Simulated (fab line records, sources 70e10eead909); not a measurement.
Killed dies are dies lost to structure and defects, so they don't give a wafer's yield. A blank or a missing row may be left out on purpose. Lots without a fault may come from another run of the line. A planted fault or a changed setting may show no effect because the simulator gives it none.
Chamber matching | flow nand_harc | NHARC_A_CHANNEL_FILL_D1_ALD_16 on ald_hk-02: 4 sister chambers
The step deposits SiO2, target thk 1.5 nm, pulse time 10 s, ald cycles 15. 4 wafers are shown with their chamber, then 8 later ones without.

WAFERS WITH THEIR CHAMBER
wafer  | chamber | heater_power_w (W)
L085.5 | 3       | 561
L087.5 | 1       | 459
L087.6 | 2       | 542
L090.3 | 0       | 495

WAFERS WITHOUT THEIR CHAMBER
wafer  | heater_power_w (W)
L090.4 | 489
L090.6 | 547
L094.1 | 476
L094.2 | 513
L094.6 | 503
L096.2 | 501
L096.3 | 564
L096.4 | 487

WHICH CHAMBER EACH WENT THROUGH
wafer  | from the rows above     | in truth
L090.4 | 0                       | 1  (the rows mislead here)
L090.6 | can't be placed: 2 or 3 | 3
L094.1 | can't be placed: 1 or 0 | 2
L094.2 | can't be placed: 0 or 2 | 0
L094.6 | 0                       | 0
L096.2 | 0                       | 0
L096.3 | can't be placed: 3 or 2 | 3
L096.4 | can't be placed: 0 or 1 | 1
Placed correctly: 2 of 8. Can't be placed from these rows: 5 (the true chamber is among the candidates in 4). Placed wrongly: 1.
How it was worked out, from the rows above alone: a wafer's distance from a chamber is the root of the sum, over the readings, of the square of ((its reading less the chamber's mean) divided by the reading's scatter). The wafer belongs to the nearest chamber; if the next one is less than 2 further off, it can't be placed. A chamber's mean is the mean of its shown wafers. The scatter: with one shown wafer a chamber, the root of the mean of the squares of how far each hidden wafer lies from its nearest shown one.
